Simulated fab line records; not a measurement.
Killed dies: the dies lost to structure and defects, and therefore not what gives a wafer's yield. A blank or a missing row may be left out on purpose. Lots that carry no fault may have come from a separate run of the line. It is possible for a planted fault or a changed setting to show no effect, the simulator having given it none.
Chamber matching | flow nand-harc | 4 sister chambers for NHARC_A_BLC_ALD_23 on ald-metal-03
The step deposits TiN, target thk 3 nm, pulse time 1 s, ald cycles 150. 4 wafers are shown with their chamber, then 9 later ones without.

## EACH WAFER AND ITS CHAMBER
wafer  | chamber | heater-power-w (W)
L079.1 | 2       | 934
L088.3 | 3       | 914
L088.4 | 0       | 1173
L088.5 | 1       | 1221

## WAFERS WITH NO CHAMBER GIVEN
wafer  | heater-power-w (W)
L089.4 | 1178
L089.5 | 967
L089.6 | 907
L092.1 | 1228
L092.5 | 1200
L092.6 | 1209
L093.1 | 1209
L093.2 | 1151
L093.5 | 1183

## THE CHAMBER EACH PASSED THROUGH
wafer  | from the rows above     | in truth
L089.4 | 0                       | 0
L089.5 | can't be placed: 2 or 3 | 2
L089.6 | can't be placed: 3 or 2 | 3
L092.1 | 1                       | 1
L092.5 | can't be placed: 1 or 0 | 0
L092.6 | can't be placed: 1 or 0 | 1
L093.1 | can't be placed: 1 or 0 | 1
L093.2 | 0                       | 0
L093.5 | can't be placed: 0 or 1 | 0
Correct placement for 3 of the 9. These rows do not allow placing 6 (true chamber among the candidates in 6). Wrongly placed: 0.
How it was worked out, from the rows above alone: a wafer's distance from a chamber is the root of the sum, over the readings, of the square of ((its reading less the chamber's mean) divided by the reading's scatter). The wafer belongs to the nearest chamber; if the next one is less than 2 further off, it can't be placed. A chamber's mean is the mean of its shown wafers. The scatter: root of mean squared gap, hidden wafer to nearest shown wafer, with one shown wafer a chamber.
